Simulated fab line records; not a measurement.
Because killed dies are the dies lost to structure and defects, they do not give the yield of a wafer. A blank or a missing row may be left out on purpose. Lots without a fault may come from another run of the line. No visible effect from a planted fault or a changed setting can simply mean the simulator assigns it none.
2 desks looking at one fault / flow nandHarc / each desk holds nothing but its own numbers, with what lay behind them at the end

== AT THE METROLOGY DESK ==
What the gauges read, lot by lot, whatever tool the lot ran on: means of the sampled wafers that have a number. If a lot's mean is further than 4 standard deviations from the usual mean, the lot is out of limits and carries the mark OUT (the distance appears in the brackets).
Columns: A = cdNm at NHARC_P_CONTACT_CD_MEAS_12, usual 90.2 nm
lot=L851; first seen here=day 6 00:46; A=90.4
lot=L852; first seen here=day 6 06:57; A=90.1
lot=L855; first seen here=day 6 13:21; A=89.9
lot=L854; first seen here=day 6 13:35; A=90.3
lot=L864; first seen here=day 9 09:10; A=90.3
lot=L865; first seen here=day 9 11:23; A=90.3
lot=L867; first seen here=day 10 00:05; A=90.2
lot=L866; first seen here=day 10 00:44; A=90.1
lot=L869; first seen here=day 10 18:09; A=90.6
lot=L870; first seen here=day 10 18:30; A=90.6
lot=L871; first seen here=day 11 01:26; A=90.6
lot=L872; first seen here=day 11 08:53; A=89.7
This desk's finding: nothing out of limits on any of the 12 lots.

== TOOL OWNER'S DESK, implanter-02 ==
For each lot that ran on this tool, the mean over its sampled wafers that have a number, from the tool's own readings at NHARC_P_GATE_IMPLANT_62. If a lot's mean is further than 4 standard deviations from the usual mean, the lot is out of limits and carries the mark OUT (the distance appears in the brackets).
Columns: A = beamEnergyKeV at NHARC_P_GATE_IMPLANT_62, usual 20.000; B = beamOnS at NHARC_P_GATE_IMPLANT_62, usual 29.6 s; C = faradayCurrentUA at NHARC_P_GATE_IMPLANT_62, usual 12538
lot=L851; first seen here=day 5 18:26; A=20.006; B=30.8; C=12054
lot=L855; first seen here=day 6 06:56; A=19.999; B=30.9; C=12025
lot=L865; first seen here=day 9 04:25; A=19.997; B=30.7; C=12155
lot=L867; first seen here=day 9 17:47; A=20.003; B=31.3; C=11876
lot=L866; first seen here=day 9 18:25; A=19.997; B=31.2; C=11912
This desk's finding: nothing out of limits on any of the 5 lots.

== TAKEN TOGETHER ==
At the metrology desk, nothing out of limits was observed.
Nothing out of limits was seen by the tool owner's desk.

== WHAT THE SIMULATOR HAD PUT IN ==
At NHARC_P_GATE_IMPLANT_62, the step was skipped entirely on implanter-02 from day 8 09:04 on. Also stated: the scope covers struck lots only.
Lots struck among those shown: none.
